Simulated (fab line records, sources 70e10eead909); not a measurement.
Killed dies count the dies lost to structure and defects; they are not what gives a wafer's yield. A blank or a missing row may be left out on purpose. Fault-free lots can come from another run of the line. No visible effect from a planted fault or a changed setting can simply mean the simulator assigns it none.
Which of the tools did it? ; flow nand-harc ; Sampling: 24 lots, 72 wafers, 6 of 1302 route steps

== WHAT EACH GAUGE READ, for each wafer ==
NHARC_P_M0_THK_MEAS_24: measures by xrf.
lot;measured;on;thk-nm (nm)
L074;day 6 01:05;film-metro-01;117.9 118.6 116.2
L075;day 6 14:16;film-metro-01;120.4 116.6 117.3
L076;day 6 19:09;film-metro-02;115.5 117.5 114.0
L077;day 7 06:04;film-metro-02;119.0 118.7 116.9
L082;day 10 07:36;film-metro-01;117.7 119.3 118.2
L081;day 10 08:29;film-metro-01;118.9 118.2 118.0
L078;day 10 08:52;film-metro-01;118.9 115.6 117.6
L083;day 10 14:29;film-metro-01;119.0 115.9 118.9
L080;day 10 16:13;film-metro-01;113.6 115.6 118.9
L084;day 10 16:12;film-metro-02;120.1 116.7 117.1
L079;day 10 21:27;film-metro-02;118.6 117.4 119.0
L085;day 10 23:52;film-metro-02;118.0 120.2 116.9
L086;day 11 03:14;film-metro-01;115.7 116.8 116.6
L087;day 12 01:20;film-metro-01;118.3 116.8 117.8
L088;day 12 02:44;film-metro-01;118.3 119.1 117.7
L089;day 12 06:00;film-metro-02;117.1 118.5 116.2
L090;day 12 18:25;film-metro-01;120.4 118.3 120.0
L091;day 13 01:19;film-metro-01;118.7 118.6 120.2
L092;day 13 19:32;film-metro-01;117.8 120.9 118.1
L093;day 13 21:52;film-metro-02;118.2 117.0 120.2
L094;day 14 08:56;film-metro-02;119.4 116.7 117.2
L095;day 15 05:29;film-metro-02;116.0 116.1 113.6
L096;day 15 11:24;film-metro-01;118.6 119.1 119.2
L097;day 15 16:17;film-metro-02;115.7 118.6 117.6

NHARC_P_M1_OVL_MEAS_10: pitch 260 nm.
lot;measured;on;overlay-x-nm (nm);overlay-y-nm (nm)
L074;day 6 02:43;overlay-02;1.8 2.1 1.4;-0.7 -0.1 -0.8
L075;day 6 15:54;overlay-02;-0.2 -0.4 -0.1;-0.6 -0.7 -1.3
L076;day 6 20:58;overlay-02;0.0 0.0 -0.2;-1.2 -0.2 -1.2
L077;day 7 07:43;overlay-01;-0.4 0.4 0.5;1.0 1.0 1.4
L082;day 10 09:10;overlay-01;1.4 1.6 1.1;1.2 0.5 1.2
L081;day 10 09:59;overlay-02;0.0 -0.7 -0.3;0.4 0.2 0.1
L078;day 10 10:30;overlay-01;-0.5 0.3 -0.1;-0.6 -0.5 -0.6
L083;day 10 16:08;overlay-02;-0.8 -0.8 -0.7;-0.4 -0.3 -0.2
L080;day 10 18:07;overlay-01;0.3 -0.6 -0.5;0.2 0.3 0.1
L084;day 10 17:58;overlay-01;1.0 1.1 1.5;1.5 1.0 0.7
L079;day 10 23:04;overlay-01;1.7 2.1 1.3;-2.7 -1.9 -1.8
L085;day 11 01:32;overlay-01;0.6 1.1 0.6;0.1 -0.1 -0.1
L086;day 11 04:53;overlay-01;1.8 1.1 1.4;-1.4 -1.9 -1.7
L087;day 12 02:52;overlay-01;0.8 1.3 0.6;1.5 0.3 0.8
L088;day 12 04:22;overlay-01;-0.4 -0.9 -0.3;-0.5 -0.5 -0.7
L089;day 12 07:41;overlay-01;1.1 1.2 1.3;-0.5 -0.2 0.0
L090;day 12 20:04;overlay-02;0.0 0.1 0.0;-0.3 -0.4 0.0
L091;day 13 02:57;overlay-01;0.0 -0.3 0.1;0.5 0.7 0.2
L092;day 13 21:10;overlay-01;0.1 0.0 0.3;-1.2 -1.6 -0.6
L093;day 13 23:23;overlay-02;1.0 0.7 0.6;0.3 0.6 0.9
L094;day 14 10:27;overlay-02;-0.8 -1.4 -0.9;-0.9 -0.5 -0.9
L095;day 15 07:07;overlay-01;-0.3 -0.5 -1.0;-1.0 -0.5 -1.2
L096;day 15 13:02;overlay-02;0.6 0.9 0.0;-1.1 -1.3 -0.9
L097;day 15 17:47;overlay-02;0.7 0.2 0.6;0.5 0.1 -0.3

NHARC_P_M1_INSPECT_27.
lot;measured;on;raw-defect-count
L074;day 6 05:27;defect-inspect-02;276 255 480
L075;day 6 18:34;defect-inspect-01;319 435 318
L076;day 6 23:45;defect-inspect-01;341 559 337
L077;day 7 10:36;defect-inspect-02;392 364 311
L082;day 10 11:52;defect-inspect-01;251 150 241
L081;day 10 12:44;defect-inspect-02;457 450 421
L078;day 10 13:15;defect-inspect-01;249 287 290
L083;day 10 18:49;defect-inspect-01;210 252 1032
L080;day 10 21:04;defect-inspect-01;414 361 363
L084;day 10 20:58;defect-inspect-02;394 195 318
L079;day 11 01:53;defect-inspect-02;497 220 277
L085;day 11 04:11;defect-inspect-02;342 335 572
L086;day 11 07:35;defect-inspect-01;326 316 445
L087;day 12 05:32;defect-inspect-01;606 467 523
L088;day 12 07:05;defect-inspect-02;368 213 177
L089;day 12 10:22;defect-inspect-02;239 391 224
L090;day 12 22:52;defect-inspect-01;234 238 230
L091;day 13 05:37;defect-inspect-01;255 249 496
L092;day 13 23:51;defect-inspect-01;288 191 222
L093;day 14 02:03;defect-inspect-02;427 259 366
L094;day 14 13:10;defect-inspect-02;735 378 358
L095;day 15 09:49;defect-inspect-01;246 226 333
L096;day 15 15:43;defect-inspect-02;600 638 346
L097;day 15 20:26;defect-inspect-02;167 168 214

== TOOL THAT RAN EACH LOT (tool first, then ch and the chambers of the sampled wafers, then the start) ==
lot;NHARC_P_CONTACT_PVD_32;NHARC_P_M1_PRE_CLEAN_30;NHARC_P_M1_CMP_23
L074;pvd-sputter-02, day 6 01:05 or earlier;pvd-sputter-03, day 6 05:01 or earlier;cmp-02 ch 0,1,2, day 6 05:01
L075;pvd-sputter-03, day 6 14:16 or earlier;pvd-sputter-02, day 6 18:05 or earlier;cmp-04 ch 0,2,3, day 6 18:05
L076;pvd-sputter-03, day 6 19:09 or earlier;pvd-sputter-03, day 6 23:15 or earlier;cmp-04 ch 2,3, day 6 23:15
L077;pvd-sputter-03, day 7 06:04 or earlier;pvd-sputter-03, day 7 10:13 or earlier;cmp-04 ch 1,2,3, day 7 10:13
L082;pvd-sputter-02, day 10 07:36 or earlier;pvd-sputter-03, day 10 11:27 or earlier;cmp-04 ch 0,2,3, day 10 11:27
L081;pvd-sputter-03, day 10 08:29 or earlier;pvd-sputter-02, day 10 12:15 or earlier;cmp-03 ch 2,3, day 10 12:15
L078;pvd-sputter-01, day 10 08:52 or earlier;pvd-sputter-03, day 10 12:47 or earlier;cmp-02 ch 0,3, day 10 12:47
L083;pvd-sputter-03, day 10 14:29 or earlier;pvd-sputter-02, day 10 18:20 or earlier;cmp-03 ch 1,2,3, day 10 18:20
L080;pvd-sputter-02, day 10 16:13 or earlier;pvd-sputter-03, day 10 20:39 or earlier;cmp-04 ch 0,2,3, day 10 20:39
L084;pvd-sputter-03, day 10 16:12 or earlier;pvd-sputter-03, day 10 20:29 or earlier;cmp-03 ch 0,3, day 10 20:29
L079;pvd-sputter-03, day 10 21:27 or earlier;pvd-sputter-03, day 11 01:28 or earlier;cmp-04 ch 0,1,3, day 11 01:28
L085;pvd-sputter-02, day 10 23:52 or earlier;pvd-sputter-02, day 11 03:45 or earlier;cmp-02 ch 0,1, day 11 03:45
L086;pvd-sputter-03, day 11 03:14 or earlier;pvd-sputter-03, day 11 07:09 or earlier;cmp-03 ch 0,1,2, day 11 07:09
L087;pvd-sputter-01, day 12 01:20 or earlier;pvd-sputter-03, day 12 05:05 or earlier;cmp-03 ch 0,1,3, day 12 05:05
L088;pvd-sputter-03, day 12 02:44 or earlier;pvd-sputter-01, day 12 06:39 or earlier;cmp-02 ch 1,2, day 12 06:39
L089;pvd-sputter-01, day 12 06:00 or earlier;pvd-sputter-03, day 12 09:53 or earlier;cmp-03 ch 2,3, day 12 09:53
L090;pvd-sputter-02, day 12 18:25 or earlier;pvd-sputter-01, day 12 22:24 or earlier;cmp-03 ch 0,1,2, day 12 22:24
L091;pvd-sputter-01, day 13 01:19 or earlier;pvd-sputter-03, day 13 05:14 or earlier;cmp-02 ch 1,2,3, day 13 05:14
L092;pvd-sputter-02, day 13 19:32 or earlier;pvd-sputter-01, day 13 23:23 or earlier;cmp-02 ch 0,1, day 13 23:23
L093;pvd-sputter-03, day 13 21:52 or earlier;pvd-sputter-01, day 14 01:35 or earlier;cmp-04 ch 0,1, day 14 01:35
L094;pvd-sputter-01, day 14 08:56 or earlier;pvd-sputter-02, day 14 12:42 or earlier;cmp-02 ch 0,2,3, day 14 12:42
L095;pvd-sputter-03, day 15 05:29 or earlier;pvd-sputter-03, day 15 09:22 or earlier;cmp-02 ch 0,1,3, day 15 09:22
L096;pvd-sputter-03, day 15 11:24 or earlier;pvd-sputter-01, day 15 15:18 or earlier;cmp-03 ch 0,1,2, day 15 15:18
L097;pvd-sputter-03, day 15 16:17 or earlier;pvd-sputter-01, day 15 19:59 or earlier;cmp-03 ch 0,3, day 15 19:59
- NHARC_P_CONTACT_PVD_32: deposits Ti, target thk 5 nm, time 17.7 s.
- NHARC_P_M1_PRE_CLEAN_30: time 30 s.
- NHARC_P_M1_CMP_23: polishes, t overpolish 20 s, target thk 157.82 nm.

== WHAT THE TOOLS THEMSELVES READ (means of the sampled wafers that have a number; where no wafer has one, the mark that the record gives instead) ==
NHARC_P_CONTACT_PVD_32.
lot;tool;throttle-valve-pct (%)
L074;pvd-sputter-02;29.7
L075;pvd-sputter-03;29.5
L076;pvd-sputter-03;28.5
L077;pvd-sputter-03;30.5
L082;pvd-sputter-02;29.9
L081;pvd-sputter-03;30.4
L078;pvd-sputter-01;30.3
L083;pvd-sputter-03;30.5
L080;pvd-sputter-02;29.9
L084;pvd-sputter-03;30.0
L079;pvd-sputter-03;29.7
L085;pvd-sputter-02;29.9
L086;pvd-sputter-03;29.5
L087;pvd-sputter-01;30.6
L088;pvd-sputter-03;29.9
L089;pvd-sputter-01;30.2
L090;pvd-sputter-02;30.2
L091;pvd-sputter-01;29.0
L092;pvd-sputter-02;30.2
L093;pvd-sputter-03;29.7
L094;pvd-sputter-01;29.0
L095;pvd-sputter-03;28.9
L096;pvd-sputter-03;30.4
L097;pvd-sputter-03;30.6

NHARC_P_M1_PRE_CLEAN_30.
lot;tool;heater-power-w (W)
L074;pvd-sputter-03;437
L075;pvd-sputter-02;395
L076;pvd-sputter-03;429
L077;pvd-sputter-03;430
L082;pvd-sputter-03;418
L081;pvd-sputter-02;400
L078;pvd-sputter-03;428
L083;pvd-sputter-02;403
L080;pvd-sputter-03;431
L084;pvd-sputter-03;466
L079;pvd-sputter-03;430
L085;pvd-sputter-02;397
L086;pvd-sputter-03;440
L087;pvd-sputter-03;405
L088;pvd-sputter-01;429
L089;pvd-sputter-03;452
L090;pvd-sputter-01;459
L091;pvd-sputter-03;474
L092;pvd-sputter-01;425
L093;pvd-sputter-01;428
L094;pvd-sputter-02;402
L095;pvd-sputter-03;448
L096;pvd-sputter-01;450
L097;pvd-sputter-01;457

NHARC_P_M1_CMP_23.
lot;tool;edge-zone-pressure-frac;motor-current-A (A);time-to-endpoint-s (s)
L074;cmp-02;0.997;11.9;30.4
L075;cmp-04;1.002;12.3;31.1
L076;cmp-04;1.001;12.7;30.2
L077;cmp-04;1.000;12.3;32.2
L082;cmp-04;0.997;12.1;29.6
L081;cmp-03;0.996;10.7;26.4
L078;cmp-02;1.003;11.4;25.7
L083;cmp-03;1.000;11.3;26.9
L080;cmp-04;1.000;12.5;29.1
L084;cmp-03;1.000;10.1;27.9
L079;cmp-04;0.995;12.2;27.4
L085;cmp-02;1.003;11.0;29.6
L086;cmp-03;1.000;11.9;29.4
L087;cmp-03;1.005;11.2;28.4
L088;cmp-02;1.005;12.6;35.4
L089;cmp-03;1.000;10.9;28.0
L090;cmp-03;1.001;11.9;30.4
L091;cmp-02;0.996;12.4;32.8
L092;cmp-02;1.006;11.2;30.8
L093;cmp-04;0.995;11.1;27.7
L094;cmp-02;0.999;12.1;30.3
L095;cmp-02;0.999;11.7;31.1
L096;cmp-03;1.000;12.1;28.7
L097;cmp-03;1.000;9.7;29.4

== THE ANSWER, worked out from the rows above alone ==
Rule: what is usual is taken from the lots themselves. The widest of any qualifying gaps counts: lots, ordered by their means at a reading, are off when they make up no more than a third of the lots, leave a main group of 4 or more, and stand apart from it by 3 or more times the standard deviation of that group's means. Not used: any main group whose means are identical at the precision the tables above print for the reading. A lot without any number at a reading at which 4 lots or more have one is off too. All remaining lots with rows at the step are treated as sound. Order of review: gauges by route order, followed by the tools' own readings, for which a lot's mean as printed above is used. The first step at which some lot is off is used, and at that step the reading that is off furthest; a lot without a number counts as furthest.
Across all readings shown, no lot is off: no conclusion can be drawn from this.

== WHAT WAS PUT IN BY THE SIMULATOR ==
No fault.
